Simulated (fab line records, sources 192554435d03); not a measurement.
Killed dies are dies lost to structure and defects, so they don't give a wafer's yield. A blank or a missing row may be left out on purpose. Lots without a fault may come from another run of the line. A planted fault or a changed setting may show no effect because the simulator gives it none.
A struck lot beside a sound one | flow n5_finfet | 15 steps out of a route of 1938
Sound: wafers L725.1, L725.3, L725.6. Struck: wafer L736.4. (L736.6 of the same lot was not struck and is left out.) The cause comes at the end.
At each step with rows: each side's tool, then ch and its chambers, then its first start. Under that, the readings that differ: sound wafers | struck wafers | difference of the means | sigmas: that difference in standard deviations of wafers without a fault.
alike: readings whose means differ by less than 2 such deviations, and words and numbers that are the same on both sides. not compared: withheld readings, readings that some wafer has no value for, bounds like >300 that may hide the same value, and numbers for which the record gives no deviation and whose values overlap.
The two part at a step that has a row with sigmas, a row that says differs or no value, or rows on one side only. Numbers that don't overlap but have no deviation are shown without sigmas and don't part them. A reading that every wafer of one side lacks parts them only if that side has two wafers or more.

N5_BEOL_M12_TRENCH_ETCH_34: etches SiOC in C4F8/O2/Ar, target depth 318.95 nm, time 125.5 s.
  sound on rie_diel-03 ch 0,3, day 11 10:40; struck on rie_diel-01 ch 1, day 14 04:48
  alike: O2_flow_sccm, chamber_pressure_mTorr, drypump_motor_current_A, oes_product_au, rf_vpp_V, showerhead_plenum_p_Torr, throttle_valve_pct
  not compared: rf_hours_counter_h
then, 1 step without rows for these wafers: N5_BEOL_M12_STRIP_70 (strips in C4F8/O2/Ar).
N5_BEOL_M12_OCD_MEAS_35:
  sound on ocd-01, day 11 10:49; struck on ocd-02, day 14 04:58
  alike: trench_depth_nm
then, 1 step without rows for these wafers: N5_BEOL_M12_STRIP_37 (strips in N2/H2).
N5_BEOL_M12_ETCH_38: etches SiCN in CF4/N2, target depth 68.7 nm, time 73.4 s.
  sound on rie_diel-05 ch 2,3, day 11 12:16; struck on rie_diel-03 ch 3, day 14 06:17
  alike: chamber_pressure_mTorr, drypump_motor_current_A, n2_flow_sccm, oes_product_au, rf_vpp_V, showerhead_plenum_p_Torr, throttle_valve_pct
  not compared: rf_hours_counter_h
then, 2 steps without rows for these wafers: N5_BEOL_M12_PRECLEAN_39 (cleans in residue remover, time 60 s); N5_BEOL_M12_SRD_40 (time 30 s, dry time 30 s).
N5_BEOL_M12_DEGAS_41: time 60 s.
  sound on pvd_sputter-03, day 11 12:28; struck on pvd_sputter-03, day 14 07:08
  alike: heater_power_w
then, 2 steps without rows for these wafers: N5_BEOL_M12_PRE_CLEAN_42 (time 30 s); N5_BEOL_M12_SPUTTER_43 (material TaN, target thk 15 nm, time 24.19 s).
N5_BEOL_M12_SPUTTER_44: material Ta, target thk 10 nm, time 16.13 s.
  sound on pvd_sputter-03, day 11 12:38; struck on pvd_sputter-03, day 14 07:17
  alike: bias_v, cathode_dc_power_W, throttle_valve_pct
N5_BEOL_M12_SPUTTER_45: material Cu, target thk 80 nm, time 13.33 s.
  sound on pvd_sputter-03, day 11 12:43; struck on pvd_sputter-03, day 14 07:22
  reading    | sound          | struck | difference | sigmas
  bias_v (V) | 60.3 59.9 60.8 | 58.9   | -1.4       | -2
  alike: cathode_dc_power_W, throttle_valve_pct
N5_BEOL_M12_ECD_47: material Cu, target thk 720 nm.
  sound on ecd_cu-02 ch 1, day 11 12:54; struck on ecd_cu-02 ch 1, day 14 07:32
  reading                                 | sound           | struck | difference | sigmas
  model.Cu_of_BEOL_M12_ECD_47.thk_nm (nm) | 731.6 734 730.4 | 1177   | +445       |
then, 2 steps without rows for these wafers: N5_BEOL_M12_ANNEAL_48 (time 90 s); N5_PASSIVATION_PROBE_49.

WHERE THEY PART
Only at N5_BEOL_M12_SPUTTER_45, within this record.

WHY: what the simulator had put in
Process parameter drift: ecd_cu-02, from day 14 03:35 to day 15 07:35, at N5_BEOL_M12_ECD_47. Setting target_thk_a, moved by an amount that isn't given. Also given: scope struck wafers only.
